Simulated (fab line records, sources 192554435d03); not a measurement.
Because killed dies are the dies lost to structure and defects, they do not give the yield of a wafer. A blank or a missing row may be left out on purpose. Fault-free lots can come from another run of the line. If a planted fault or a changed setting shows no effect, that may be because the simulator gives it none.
A struck lot beside a sound one / flow n5Finfet / 37 out of 1938 route steps
Sound: the wafers L918.3, L918.4, L918.6. Wafers struck: L908.2, L908.3, L908.4. The cause comes at the end.
At each step with rows: each side's tool, then ch and its chambers, then its first start. Under that, the readings that differ: sound wafers / struck wafers / difference of the means / sigmas: that difference in standard deviations of wafers without a fault.
alike: same words and numbers on both sides, and readings whose means sit less than 2 such deviations apart. not compared: any withheld reading, any reading some wafer has no value for, any bound like >300 that may hide the same value, and any number with overlapping values for which the record gives no deviation.
Wherever a step has rows on one side only, a row that says differs or no value, or a row with sigmas, the two part there. When numbers do not overlap yet have no deviation, they are printed without sigmas and do not part them. Lack of a reading on every wafer of one side parts them only where that side has two or more wafers.

first, 9 steps without rows for these wafers: N5_BEOL_M4_ANNEAL_95 (time 240 s); N5_BEOL_M4_SPUTTER_96 (material Cu, target thk 4.5 nm, time 8.29 s); N5_BEOL_M4_ECD_50 (material Cu, target thk 300 nm); N5_BEOL_M4_ANNEAL_51 (time 90 s); N5_BEOL_M4_CMP_52 (polishes, stops on SiOC, t overpolish 6.8 s, target thk 40 nm); N5_BEOL_M4_PRE_CLEAN_60 (time 15 s); N5_BEOL_M4_CO_CAP_55 (material Co, precursor CCTBA/H2, target thk 2 nm, time 102.1 s); N5_BEOL_M4_PRE_CLEAN_56 (time 15 s); N5_BEOL_M4_DEP_57 (deposits SiCN from 3MS/NH3, target thk 8 nm, time 14 s).
N5_BEOL_M4_RC_MEAS_101:
  sound on prober-02 ch 0, day 14 17:16; struck on prober-02 ch 0, day 11 12:54
reading=VT_P (mV); sound=-246 -246 -248; struck=-256 -256 -253; difference=-8; sigmas=-3
  alike: DIBL_N, DIBL_P, IOFF_N, IOFF_P, ION_N, ION_P, SS_N, SS_P, VT_N
then, 24 steps without rows for these wafers: N5_BEOL_M5_ILD_DEP_00 (deposits SiCOH lowk from DEMS/porogen, target thk 140.64 nm, time 25.9 s); N5_BEOL_M5_CURE_79 (cures SiCOH lowk, time 240 s); N5_BEOL_M5_PECVD_70 (deposits SiO2 from TEOS/O2, target thk 16 nm, time 18 s); N5_BEOL_M5_HM_DEP_02 (deposits TiN, target thk 20 nm); N5_BEOL_M5_COAT_59 (time 60 s, resist thk 60 nm); N5_BEOL_M5_COAT_60 (time 60 s, resist thk 12 nm); N5_BEOL_M5_COAT_71 (time 60 s, resist thk 5 nm); N5_BEOL_M5_COAT_05 (resist thk 30 nm); N5_BEOL_M5_EBR_07; N5_BEOL_M5_SOFTBAKE_06 (time 60 s); N5_BEOL_M5_EXPOSE_08 (exposes mask M5, target cd 28 nm); N5_BEOL_M5_PEB_09 (peb time 60 s); N5_BEOL_M5_DEVELOP_10 (develop time 30 s); N5_BEOL_M5_DESCUM_16 (chemistry O2, time 7 s); N5_BEOL_M5_ETCH_72 (etches underlayer in N2/H2, target depth 6.5 nm, time 5.2 s); N5_BEOL_M5_ETCH_61 (etches SiARC in CF4, target depth 15.6 nm, time 26 s); N5_BEOL_M5_ETCH_62 (etches SOC in N2/H2, target depth 75 nm, overetch 15 nm, time 112.5 s); N5_BEOL_M5_STRIP_63 (strips in N2/H2); N5_BEOL_M5_STRIP_73 (strips in N2/H2); N5_BEOL_M5_STRIP_64 (strips in CF4); N5_BEOL_M5_HM_OPEN_17 (chemistry Cl2/BCl3, target TiN, target depth 20 nm, overetch 6 nm); N5_BEOL_M5_STRIP_19 (strips in O2); N5_BEOL_M5_COAT_65 (time 60 s, resist thk 60 nm); N5_BEOL_M5_COAT_66 (time 60 s, resist thk 12 nm).
-- record jumps: 3 days separate the struck wafers' starts on either side; left off in module BEOL_M5, taken up again in module BEOL_M12, whose first shown step is the route's number 1619 --
N5_BEOL_M12_STRIP_64: strips in N2/H2.
  sound on plasmaAsher-02 ch 0,1, day 17 15:19; struck on plasmaAsher-02 ch 0,1, day 14 08:50
  no value came back on the struck wafers for any of 5 readings (drypumpMotorCurrentA (A), h2FlowSccm (sccm) and others); on the sound wafers drypumpMotorCurrentA (A) reads 5.2 5.1 5.1
reading=model.BARC_of_BEOL_M12_COAT_58.thkNm (nm); sound=0 0 0; struck=89.4 89.4 89.4; difference=+89.4; sigmas=
  not compared: rfHoursCounterH
N5_BEOL_M12_ETCH_38: etches SiCN in CF4/N2, target depth 68.7 nm, time 73.4 s.
  sound on rieDiel-02 ch 1,3, day 17 19:34; struck on rieDiel-02 ch 0,1,3, day 14 12:41
reading=model.BARC_of_BEOL_M12_COAT_58.thkNm (nm); sound=0 0 0; struck=30.2 30.8 32.2; difference=+31.1; sigmas=
  alike: drypumpMotorCurrentA, oesProductAu, rfVppV, showerheadPlenumPTorr, throttleValvePct
  not compared: rfHoursCounterH
N5_PASSIVATION_PROBE_49:
  only the struck wafers here have rows in the record (prober-02, day 15 17:25); the sound ones have none

== WHERE THEY PART ==
At N5_BEOL_M4_RC_MEAS_101 first; at N5_PASSIVATION_PROBE_49 last (within this record only).

WHY: what had been put in by the simulator
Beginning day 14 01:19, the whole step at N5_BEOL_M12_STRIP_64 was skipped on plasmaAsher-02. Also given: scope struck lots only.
